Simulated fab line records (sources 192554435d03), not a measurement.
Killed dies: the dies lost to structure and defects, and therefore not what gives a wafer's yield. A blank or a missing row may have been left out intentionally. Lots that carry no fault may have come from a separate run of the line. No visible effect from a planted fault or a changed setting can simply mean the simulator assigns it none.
fab line records	flow n5_finfet	part 1 of 2: steps 1 to 4 of 6
record: lots: 24	wafers: 72	last_day: 17
route steps=1938 shown BEOL_M14@1756 BEOL_M15@1785 MIM_BOT_LITHO@1863 PASSIVATION@1911
lots that met no fault: taken from a fault-free run of the same line
start_h: hours from the record's opening day to when the first of the lot's shown wafers began	wait_h: hours from the lot's prior step to this one	" as in the row above	L1.1+2: several wafers, shown together as one row	- value missing, or start not given	* or withheld: withheld	< > ~ a bound
route shown NAME@n: NAME is a module with steps in the file, n the number in the route of the first one	usual: the fault-free wafers' mean and standard deviation	same: alike in all rows	chamber/n: place in a boat	sites: readings site by site	_std_site: standard deviation across them	_edge_site: inner sites' mean taken away from outer sites' mean	radius_mm: how far each site lies from the wafer's centre	mask NAME#n: copy n	behind: the last tool/chamber to shape the wafer	hold: reason for holding the lot/hours on hold/outcome of the hold	device: whichever transistor did not switch (one of n, p or np)	end of line: the route-end tests of the same wafers	step lacking rows: just its recipe	killed: count of dies lost to structure and defects at first sort (not the wafer's yield)	map: a wafer's dies, marking killed ones x, the rest . and places with no die _
set.NAME: the setting as run; set.NAME@STEP: as run at that earlier step	model.NAME: the simulator's own value behind a step, which no gauge read
one table for each step of the route and one row for each wafer, over a sample of lots
services: a tool's chamber out of use, with start hour (start_h, from the record's first day; less than 0 if before it), hours out, and reason
== steps ==
step: N5_BEOL_M14_STRIP_37
recipe: chemistry: O2	power_w: 600	temp_c: 60	pressure_mtorr: 30	rf_frequency_hz: 6e+07	bias_power_w: 0	overash_fraction: 0.3	o2_flow_sccm: 225
usual: drypump_motor_current_A: 5.6/0.56	oes_product_au: 0.82/0.081	rf_vpp_V: 3.5/0.86	showerhead_plenum_p_Torr: 2.11/0.078	throttle_valve_pct: 16.69/0.18
lot.wafer	tool	chamber	start_h	wait_h	drypump_motor_current_A	oes_product_au	rf_hours_counter_h	rf_vpp_V	showerhead_plenum_p_Torr	throttle_valve_pct
L076.1	rie_diel-04	3	246.44	1.2	6.2	0.76	150	4.5	2.00	16.94
L076.3	"	2	"	"	5.7	0.91	25	3.7	2.03	16.51
L076.5	"	0	"	"	6.7	0.70	-	3.8	2.14	16.67
L074.2	rie_diel-04	2	256.19	0.6	5.7	0.91	29	3.3	2.03	16.49
L074.3	"	1	"	"	5.9	0.95	6	2.7	2.17	16.94
L074.5	"	2	"	"	5.7	0.91	-	4.4	2.03	16.45
L075.1	rie_diel-06	3	257.16	3.5	5.8	0.79	125	3.7	2.11	16.69
L075.3	"	1	"	"	4.8	0.69	236	3.9	2.04	16.78
L075.5	"	0	"	"	6.2	0.97	-	3.2	2.04	16.59
L081.2	rie_diel-06	0	280.28	2.4	6.2	0.95	16	4.4	2.04	16.63
L081.3	"	3	"	"	5.9	0.79	133	2.7	2.10	16.73
L081.5	"	1	"	"	4.8	0.68	-	3.0	2.04	16.78
L077.1	rie_diel-04	0	280.73	2.2	6.7	0.69	221	3.5	2.14	16.66
L077.3	"	1	"	"	5.9	0.93	14	2.5	2.16	16.92
L077.6	"	1	"	"	5.9	0.95	-	3.7	2.16	16.92
L078.1	rie_diel-06	0	280.89	1.7	6.2	0.93	16	2.1	2.04	16.58
L078.3	"	2	"	"	5.1	0.75	126	4.0	2.22	16.57
L078.6	"	2	"	"	5.1	0.76	-	3.3	2.22	16.57
L079.1	rie_diel-05	0	287.88	2.7	4.8	0.91	32	4.1	2.25	16.68
L079.3	"	1	"	"	5.4	0.85	42	2.6	2.21	16.66
L079.6	"	0	"	"	4.8	0.92	-	2.5	2.25	16.70
L080.1	rie_diel-06	3	288.77	3.1	5.8	0.78	137	2.9	2.10	16.69
L080.3	"	2	"	"	5.1	0.76	129	3.3	2.22	16.57
L080.5	"	2	"	"	5.1	0.75	-	6.0	2.22	16.58
L082.1	rie_diel-04	3	301.93	2.2	6.2	0.74	168	4.9	2.00	16.98
L082.2	"	0	"	"	6.7	0.70	227	3.9	2.14	16.70
L082.3	"	1	"	"	5.9	0.91	22	3.3	2.16	16.99
L084.2	rie_diel-05	1	308.41	0.4	5.3	0.84	53	3.5	2.20	16.69
L084.3	"	2	"	"	5.3	0.81	104	3.1	2.12	16.42
L084.5	"	0	"	"	4.8	0.87	-	2.3	2.24	16.69
L083.2	rie_diel-05	0	311.61	2.9	4.8	0.88	43	4.0	2.24	16.71
L083.4	"	2	"	"	5.3	0.82	-	2.7	2.11	16.42
L083.5	"	0	"	"	4.8	0.89	-	3.5	2.24	16.75
L085.3	rie_diel-06	2	317.93	1.5	5.1	0.75	-	4.1	2.21	16.63
L085.4	"	3	"	"	5.8	0.77	-	3.9	2.10	16.73
L085.6	"	3	"	"	5.8	0.78	-	3.4	2.10	16.75
L086.1	rie_diel-04	0	320.06	0.3	6.7	0.68	236	2.8	2.13	16.71
L086.3	"	2	"	"	5.6	0.86	56	4.0	2.02	16.52
L086.4	"	3	"	"	6.2	0.73	177	4.8	2.00	16.99
L087.1	rie_diel-04	3	326.11	3.2	6.2	0.72	178	3.6	1.99	17.01
L087.3	"	1	"	"	5.9	0.88	33	4.6	2.16	16.99
L087.6	"	0	"	"	6.7	0.70	-	2.9	2.13	16.68
L089.4	rie_diel-06	0	331.74	0.2	6.2	0.90	27	1.7	2.04	16.63
L089.5	"	3	"	"	5.9	0.75	-	3.4	2.09	16.77
L089.6	"	0	"	"	6.2	0.90	-	1.6	2.04	16.60
L088.1	rie_diel-04	1	333.15	1.3	5.9	0.88	36	3.1	2.16	17.00
L088.3	"	2	"	"	5.7	0.88	60	2.7	2.02	16.54
L088.5	"	3	"	"	6.3	0.72	-	2.9	2.00	16.99
L090.1	rie_diel-05	1	334.08	1.4	5.3	0.83	65	3.3	2.20	16.70
L090.2	"	2	"	"	5.3	0.80	116	2.7	2.11	16.42
L090.5	"	2	"	"	5.3	0.80	-	3.6	2.11	16.44
L091.2	rie_diel-06	2	342.21	0.8	5.1	0.74	154	3.1	2.21	16.59
L091.3	"	3	"	"	5.9	0.74	161	2.8	2.09	16.80
L091.4	"	2	"	"	5.1	0.73	-	3.5	2.21	16.61
L093.2	rie_diel-04	2	364.42	2.5	5.7	0.84	72	3.1	2.02	16.56
L093.4	"	3	"	"	6.2	0.73	-	2.8	1.99	17.03
L093.5	"	1	"	"	5.8	0.86	-	2.7	2.15	17.02
L092.2	rie_diel-06	1	366.58	4.1	4.8	0.91	20	3.6	2.03	16.39
L092.5	"	1	"	"	4.8	0.90	-	3.0	2.03	16.39
L092.6	"	0	"	"	6.3	0.89	-	6.4	2.03	16.61
L095.1	rie_diel-06	1	369.76	1.5	4.8	0.90	21	4.1	2.03	16.43
L095.3	"	3	"	"	5.9	0.74	174	3.0	2.09	16.79
L095.4	"	2	"	"	5.1	0.74	166	3.7	2.20	16.64
L094.1	rie_diel-05	1	370.78	2.2	5.3	0.82	80	3.6	2.19	16.77
L094.4	"	2	"	"	5.3	0.78	131	3.7	2.11	16.46
L094.6	"	1	"	"	5.3	0.83	-	3.3	2.19	16.74
L096.1	rie_diel-04	2	376.67	1.3	5.6	0.83	77	2.9	2.02	16.59
L096.3	"	1	"	"	5.8	0.84	53	3.1	2.15	17.01
L096.4	"	3	"	"	6.2	0.70	-	2.9	1.99	17.01
L097.2	rie_diel-05	2	380.39	2.9	5.3	0.78	133	4.0	2.11	16.47
L097.5	"	2	"	"	5.3	0.77	-	5.1	2.10	16.50
L097.6	"	3	"	"	6.3	0.89	-	4.7	2.13	16.50
step: N5_BEOL_M15_INSPECT_12
recipe: mode: adi	inspect_instrument: macro
usual: raw_defect_count: 2.1/1.4
lot.wafer	tool	chamber	start_h	wait_h	raw_defect_count
L076.1	defect_inspect-01	-	248.81	0.0	3
L076.3	"	-	"	"	2
L076.5	"	-	"	"	3
L074.2	defect_inspect-01	-	258.92	0.0	4
L074.3	"	-	"	"	2
L074.5	"	-	"	"	4
L075.1	defect_inspect-01	-	260.21	0.0	2
L075.3	"	-	"	"	0
L075.5	"	-	"	"	1
L081.2	defect_inspect-02	-	283.99	0.0	2
L081.3	"	-	"	"	4
L081.5	"	-	"	"	2
L077.1	defect_inspect-02	-	284.23	0.0	1
L077.3	"	-	"	"	5
L077.6	"	-	"	"	4
L078.1	defect_inspect-02	-	284.37	0.0	1
L078.3	"	-	"	"	2
L078.6	"	-	"	"	2
L079.1	defect_inspect-02	-	291.24	0.0	4
L079.3	"	-	"	"	1
L079.6	"	-	"	"	3
L080.1	defect_inspect-02	-	291.94	0.0	4
L080.3	"	-	"	"	3
L080.5	"	-	"	"	0
L082.1	defect_inspect-02	-	304.52	0.0	0
L082.2	"	-	"	"	2
L082.3	"	-	"	"	1
L084.2	defect_inspect-01	-	313.10	0.0	6
L084.3	"	-	"	"	1
L084.5	"	-	"	"	4
L083.2	defect_inspect-02	-	313.97	0.0	2
L083.4	"	-	"	"	1
L083.5	"	-	"	"	1
L085.3	defect_inspect-01	-	320.50	0.0	4
L085.4	"	-	"	"	2
L085.6	"	-	"	"	4
L086.1	defect_inspect-02	-	323.10	0.0	1
L086.3	"	-	"	"	4
L086.4	"	-	"	"	2
L087.1	defect_inspect-02	-	329.84	0.0	1
L087.3	"	-	"	"	2
L087.6	"	-	"	"	1
L089.4	defect_inspect-01	-	334.08	0.0	1
L089.5	"	-	"	"	0
L089.6	"	-	"	"	1
L088.1	defect_inspect-02	-	336.54	0.0	5
L088.3	"	-	"	"	0
L088.5	"	-	"	"	3
L090.1	defect_inspect-02	-	337.87	0.0	3
L090.2	"	-	"	"	1
L090.5	"	-	"	"	5
L091.2	defect_inspect-01	-	344.76	0.0	3
L091.3	"	-	"	"	4
L091.4	"	-	"	"	1
L093.2	defect_inspect-02	-	367.13	0.0	2
L093.4	"	-	"	"	1
L093.5	"	-	"	"	2
L092.2	defect_inspect-01	-	369.68	0.0	3
L092.5	"	-	"	"	1
L092.6	"	-	"	"	2
L095.1	defect_inspect-02	-	372.59	0.0	1
L095.3	"	-	"	"	1
L095.4	"	-	"	"	2
L094.1	defect_inspect-01	-	373.24	0.0	1
L094.4	"	-	"	"	4
L094.6	"	-	"	"	5
L096.1	defect_inspect-02	-	379.54	0.0	3
L096.3	"	-	"	"	3
L096.4	"	-	"	"	2
L097.2	defect_inspect-02	-	383.19	0.0	1
L097.5	"	-	"	"	1
L097.6	"	-	"	"	1
step: N5_BEOL_M15_ETCH_59
recipe: chemistry: N2/H2	target: BARC	target_depth_a: 890	overetch_a: 267	time_s: 67.9	ion_energy_ev: 200	pressure_mtorr: 30	source_w: 840	bias_w: 150	n2_flow_sccm: 200	h2_flow_sccm: 200
usual: drypump_motor_current_A: 6.0/0.42	oes_product_au: 0.65/0.067	rf_vpp_V: 524.5/2.3	showerhead_plenum_p_Torr: 2.56/0.078	throttle_valve_pct: 17.91/0.3
same: time_s: 67.9
lot.wafer	tool	chamber	start_h	wait_h	drypump_motor_current_A	oes_product_au	rf_hours_counter_h	rf_vpp_V	showerhead_plenum_p_Torr	throttle_valve_pct
L076.1	rie_diel-01	0	249.06	0.0	5.1	0.61	201	526.5	2.63	17.90
L076.3	"	1	"	"	5.6	0.79	15	522.0	2.50	17.55
L076.5	"	0	"	"	5.1	0.61	-	526.4	2.63	17.88
L074.2	rie_diel-01	2	258.99	0.0	5.4	0.70	95	526.3	2.58	18.41
L074.3	"	0	"	"	5.1	0.61	205	527.1	2.63	17.88
L074.5	"	1	"	"	5.7	0.78	-	522.8	2.49	17.55
L075.1	rie_diel-03	0	260.28	0.0	6.1	0.63	183	527.6	2.62	17.62
L075.3	"	1	"	"	5.7	0.62	193	524.2	2.51	18.17
L075.5	"	3	"	"	6.6	0.74	-	528.5	2.68	17.68
L081.2	rie_diel-01	2	284.06	0.0	5.4	0.69	104	524.7	2.58	18.43
L081.3	"	1	"	"	5.7	0.77	28	523.3	2.49	17.58
L081.5	"	1	"	"	5.7	0.77	-	522.0	2.49	17.57
L077.1	rie_diel-02	2	284.30	0.0	6.0	0.61	210	524.9	2.63	18.21
L077.3	"	1	"	"	5.7	0.60	223	521.0	2.40	18.22
L077.6	"	2	"	"	6.0	0.62	-	526.7	2.63	18.23
L078.1	rie_diel-03	1	284.44	0.0	5.7	0.60	200	524.9	2.51	18.20
L078.3	"	0	"	"	6.1	0.63	190	525.0	2.62	17.64
L078.6	"	3	"	"	6.5	0.73	-	529.3	2.68	17.67
L079.1	rie_diel-03	2	291.31	0.0	6.4	0.61	196	523.9	2.50	17.74
L079.3	"	1	"	"	5.7	0.61	202	522.6	2.51	18.20
L079.6	"	0	"	"	6.1	0.63	-	526.4	2.62	17.66
L080.1	rie_diel-03	1	292.01	0.0	5.7	0.61	202	523.0	2.51	18.20
L080.3	"	3	"	"	6.6	0.73	66	528.0	2.68	17.69
L080.5	"	2	"	"	6.4	0.60	-	523.6	2.50	17.75
L082.1	rie_diel-03	0	304.59	0.0	6.1	0.63	198	526.1	2.62	17.65
L082.2	"	1	"	"	5.7	0.61	205	525.0	2.51	18.20
L082.3	"	3	"	"	6.6	0.72	71	526.9	2.68	17.71
L084.2	rie_diel-02	0	313.17	0.0	5.9	0.75	27	523.7	2.61	17.74
L084.3	"	3	"	"	5.8	0.57	250	522.0	2.49	18.51
L084.5	"	3	"	"	5.8	0.57	-	522.1	2.49	18.53
L083.2	rie_diel-03	3	314.31	0.0	6.6	0.73	74	528.0	2.68	17.71
L083.4	"	0	"	"	6.1	0.62	201	526.8	2.62	17.67
L083.5	"	2	"	"	6.4	0.60	-	523.1	2.50	17.76
L085.3	rie_diel-02	1	320.57	0.0	5.7	0.59	232	519.5	2.40	18.23
L085.4	"	0	"	"	6.0	0.75	-	525.0	2.61	17.75
L085.6	"	1	"	"	5.7	0.59	-	519.2	2.40	18.25
L086.1	rie_diel-02	1	323.17	0.0	5.7	0.60	234	518.7	2.40	18.24
L086.3	"	2	"	"	6.0	0.61	224	526.3	2.63	18.24
L086.4	"	0	"	"	6.0	0.74	-	523.8	2.61	17.74
L087.1	rie_diel-03	3	329.91	0.0	6.6	0.72	80	529.0	2.67	17.70
L087.3	"	1	"	"	5.7	0.60	213	523.4	2.50	18.21
L087.6	"	0	"	"	6.1	0.62	-	525.5	2.61	17.67
L089.4	rie_diel-03	0	334.15	0.0	6.1	0.62	208	525.0	2.61	17.67
L089.5	"	3	"	"	6.6	0.72	-	527.0	2.67	17.72
L089.6	"	2	"	"	6.4	0.60	-	523.9	2.50	17.76
L088.1	rie_diel-03	1	337.03	0.0	5.7	0.60	216	524.3	2.50	18.24
L088.3	"	3	"	"	6.6	0.72	82	527.7	2.67	17.71
L088.5	"	1	"	"	5.7	0.60	-	522.4	2.50	18.23
L090.1	rie_diel-03	1	337.99	0.0	5.7	0.60	216	523.8	2.50	18.22
L090.2	"	3	"	"	6.6	0.72	82	527.6	2.67	17.72
L090.5	"	0	"	"	6.1	0.62	-	525.8	2.61	17.67
L091.2	rie_diel-02	2	344.83	0.0	6.0	0.60	232	525.0	2.62	18.27
L091.3	"	0	"	"	5.9	0.73	40	525.0	2.61	17.76
L091.4	"	0	"	"	5.9	0.74	-	526.1	2.61	17.76
L093.2	rie_diel-01	1	367.20	0.0	5.7	0.74	55	521.3	2.48	17.63
L093.4	"	0	"	"	5.1	0.59	240	524.4	2.61	17.97
L093.5	"	3	"	"	6.4	0.78	-	521.7	2.48	17.43
L092.2	rie_diel-03	3	369.82	0.0	6.6	0.70	92	525.8	2.67	17.74
L092.5	"	1	"	"	5.7	0.59	-	524.4	2.50	18.26
L092.6	"	2	"	"	6.4	0.60	-	523.3	2.49	17.78
L095.1	rie_diel-03	2	372.66	0.0	6.4	0.59	223	521.6	2.49	17.79
L095.3	"	0	"	"	6.1	0.61	220	527.2	2.61	17.71
L095.4	"	1	"	"	5.7	0.59	228	522.1	2.50	18.23
L094.1	rie_diel-01	0	373.31	0.0	5.1	0.59	242	524.7	2.61	17.98
L094.4	"	0	"	"	5.1	0.59	-	525.9	2.61	17.98
L094.6	"	1	"	"	5.6	0.73	-	522.5	2.48	17.62
L096.1	rie_diel-01	3	379.61	0.0	6.3	0.78	31	523.3	2.48	17.42
L096.3	"	2	"	"	5.4	0.67	132	523.1	2.56	18.47
L096.4	"	1	"	"	5.7	0.73	59	521.6	2.48	17.64
L097.2	rie_diel-03	1	383.26	0.0	5.7	0.59	231	520.9	2.50	18.26
L097.5	"	0	"	"	6.1	0.61	-	526.2	2.61	17.69
L097.6	"	3	"	"	6.6	0.70	-	527.6	2.67	17.74
step: N5_BEOL_M15_STRIP_62
recipe: chemistry: O2	power_w: 600	temp_c: 60	pressure_mtorr: 30	rf_frequency_hz: 6e+07	bias_power_w: 0	overash_fraction: 0.3	o2_flow_sccm: 225
usual: drypump_motor_current_A: 5.9/0.37	oes_product_au: 0.78/0.096	rf_vpp_V: 3.6/0.49	showerhead_plenum_p_Torr: 2.12/0.059	throttle_valve_pct: 16.77/0.27
lot.wafer	tool	chamber	start_h	wait_h	drypump_motor_current_A	oes_product_au	rf_hours_counter_h	rf_vpp_V	showerhead_plenum_p_Torr	throttle_valve_pct
L076.1	rie_diel-03	1	-	-	5.7	0.72	191	3.8	2.09	17.05
L076.3	"	0	"	"	6.1	0.74	180	3.4	2.18	16.63
L076.5	"	0	"	"	6.1	0.74	-	3.7	2.18	16.64
L074.2	rie_diel-02	1	-	-	5.7	0.69	218	4.0	2.01	17.13
L074.3	"	0	"	"	5.9	0.92	13	3.5	2.17	16.52
L074.5	"	1	"	"	5.7	0.70	-	2.4	2.01	17.13
L075.1	rie_diel-02	0	-	-	5.9	0.92	13	3.3	2.17	16.51
L075.3	"	2	"	"	6.0	0.72	205	4.2	2.17	16.87
L075.5	"	2	"	"	6.0	0.73	-	2.8	2.17	16.86
L081.2	rie_diel-02	2	-	-	6.0	0.71	211	3.4	2.17	16.87
L081.3	"	3	"	"	5.7	0.67	242	3.1	2.07	17.27
L081.5	"	3	"	"	5.7	0.67	-	4.1	2.07	17.26
L077.1	rie_diel-03	1	-	-	5.7	0.72	201	3.0	2.09	17.09
L077.3	"	0	"	"	6.1	0.73	191	4.5	2.18	16.65
L077.6	"	1	"	"	5.7	0.71	-	4.0	2.09	17.08
L078.1	rie_diel-01	1	-	-	5.6	0.88	29	3.8	2.08	16.38
L078.3	"	0	"	"	5.2	0.70	215	3.8	2.19	16.86
L078.6	"	2	"	"	5.4	0.81	-	3.3	2.11	16.91
L079.1	rie_diel-01	0	-	-	5.1	0.70	218	3.2	2.19	16.86
L079.3	"	1	"	"	5.7	0.89	31	4.0	2.08	16.39
L079.6	"	3	"	"	6.3	0.99	-	3.8	2.03	16.15
L080.1	rie_diel-01	1	-	-	5.7	0.88	32	4.4	2.08	16.39
L080.3	"	0	"	"	5.1	0.70	218	3.5	2.19	16.86
L080.5	"	2	"	"	5.4	0.79	-	4.1	2.11	16.90
L082.1	rie_diel-02	2	-	-	6.0	0.72	217	2.9	2.17	16.89
L082.2	"	0	"	"	5.9	0.90	25	3.4	2.17	16.54
L082.3	"	1	"	"	5.7	0.69	230	3.9	2.01	17.16
L084.2	rie_diel-02	2	-	-	6.0	0.72	220	3.2	2.17	16.89
L084.3	"	2	"	"	6.0	0.71	-	3.0	2.17	16.88
L084.5	"	2	"	"	6.0	0.72	-	3.0	2.17	16.88
L083.2	rie_diel-01	3	-	-	6.3	0.96	12	3.7	2.03	16.17
L083.4	"	0	"	"	5.1	0.69	224	3.8	2.19	16.86
L083.5	"	3	"	"	6.3	0.97	-	3.4	2.03	16.17
L085.3	rie_diel-03	0	-	-	6.1	0.71	205	3.6	2.17	16.68
L085.4	"	1	"	"	5.7	0.70	212	3.6	2.08	17.09
L085.6	"	3	"	"	6.6	0.83	-	3.4	2.22	16.56
L086.1	rie_diel-03	1	-	-	5.7	0.70	213	3.7	2.08	17.08
L086.3	"	3	"	"	6.5	0.82	79	3.9	2.22	16.58
L086.4	"	0	"	"	6.1	0.72	206	3.3	2.17	16.67
L087.1	rie_diel-01	0	-	-	5.1	0.69	230	4.4	2.19	16.88
L087.3	"	1	"	"	5.6	0.86	43	2.8	2.07	16.42
L087.6	"	1	"	"	5.6	0.86	-	3.9	2.07	16.41
L089.4	rie_diel-02	0	-	-	6.0	0.87	-	4.3	2.16	16.55
L089.5	"	1	"	"	5.7	0.68	-	3.3	2.01	17.17
L089.6	"	2	"	"	6.0	0.72	-	3.2	2.16	16.91
L088.1	rie_diel-03	2	-	-	6.4	0.70	212	3.4	2.08	16.78
L088.3	"	0	"	"	6.1	0.70	210	4.5	2.17	16.67
L088.5	"	0	"	"	6.1	0.71	-	3.5	2.17	16.69
L090.1	rie_diel-03	1	-	-	5.7	0.71	217	2.9	2.08	17.09
L090.2	"	2	"	"	6.4	0.70	213	3.6	2.08	16.80
L090.5	"	0	"	"	6.1	0.72	-	3.6	2.17	16.68
L091.2	rie_diel-03	1	-	-	5.7	0.70	219	3.1	2.08	17.09
L091.3	"	0	"	"	6.1	0.71	212	3.9	2.17	16.68
L091.4	"	2	"	"	6.4	0.70	214	2.8	2.08	16.82
L093.2	rie_diel-01	0	-	-	5.1	0.69	242	3.3	2.18	16.90
L093.4	"	2	"	"	5.4	0.78	-	3.9	2.10	16.95
L093.5	"	1	"	"	5.6	0.85	-	3.1	2.07	16.43
L092.2	rie_diel-02	0	-	-	5.9	0.85	51	3.6	2.16	16.58
L092.5	"	0	"	"	5.9	0.85	-	2.9	2.16	16.58
L092.6	"	2	"	"	6.0	0.69	-	4.5	2.16	16.93
L095.1	rie_diel-03	1	-	-	5.7	0.69	230	4.1	2.08	17.12
L095.3	"	3	"	"	6.6	0.81	94	3.4	2.21	16.60
L095.4	"	0	"	"	6.1	0.72	222	3.7	2.17	16.70
L094.1	rie_diel-02	3	-	-	5.7	0.95	8	3.0	2.07	16.74
L094.4	"	3	"	"	5.7	0.95	-	3.8	2.07	16.75
L094.6	"	2	"	"	6.0	0.70	-	3.7	2.16	16.94
L096.1	rie_diel-02	2	-	-	6.0	0.69	247	3.8	2.16	16.94
L096.3	"	0	"	"	5.9	0.85	55	4.3	2.15	16.62
L096.4	"	3	"	"	5.8	0.94	-	3.9	2.07	16.75
L097.2	rie_diel-03	1	-	-	5.7	0.68	233	3.0	2.08	17.12
L097.5	"	2	"	"	6.4	0.68	-	3.1	2.08	16.81
L097.6	"	1	"	"	5.7	0.69	-	4.0	2.07	17.13
